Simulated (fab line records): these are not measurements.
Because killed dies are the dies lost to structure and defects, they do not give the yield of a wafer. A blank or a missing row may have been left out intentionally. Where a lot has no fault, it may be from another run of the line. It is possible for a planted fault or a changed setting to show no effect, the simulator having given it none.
Matching of chambers -- flow n5 finfet -- ald metal-04 running N5_HKMG_FIN_PWFM_ALD_03: 4 sister chambers
The step deposits TiN, target thk 2 nm, pulse time 1 s, purge time 3 s. 8 wafers are shown with their chamber, then 11 later ones without.

WAFERS WITH THEIR CHAMBER
wafer,chamber,heater power w (W),precursor pulse height rel
L077.4,3,966,0.982
L078.1,3,942,0.996
L078.2,2,752,0.978
L078.3,1,785,1.001
L078.4,0,1077,0.987
L078.5,2,742,0.995
L078.6,1,782,0.934
L084.1,0,1076,0.998

WAFERS WITHOUT THEIR CHAMBER
wafer,heater power w (W),precursor pulse height rel
L084.2,747,1.011
L084.3,762,0.993
L084.4,974,0.984
L084.5,769,0.962
L084.6,750,0.989
L086.2,1081,0.987
L086.4,740,0.998
L086.6,1069,1.030
L087.1,1056,0.962
L087.3,791,0.980
L087.6,1050,0.968

CHAMBER TAKEN BY EACH
wafer,from the rows above,in truth
L084.2,2,2
L084.3,can't be placed: 2 or 1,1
L084.4,3,3
L084.5,can't be placed: 1 or 2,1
L084.6,2,2
L086.2,0,0
L086.4,2,2
L086.6,0,0
L087.1,0,0
L087.3,1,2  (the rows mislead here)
L087.6,0,0
Correct placement for 8 of the 11. From these rows, 2 cannot be placed; in 2 the true chamber is one of the candidates. 1 placed wrongly.
How it was worked out, from the rows above alone: a wafer's distance from a chamber is the root of the sum, over the readings, of the square of ((its reading less the chamber's mean) divided by the reading's scatter). The wafer belongs to the nearest chamber; if the next one is less than 2 further off, it can't be placed. Each chamber's mean is taken over the wafers shown for it. The scatter is the square root of a quotient: the sum, over the shown wafers, of each reading's squared deviation from its chamber's mean, divided by wafers minus chambers.
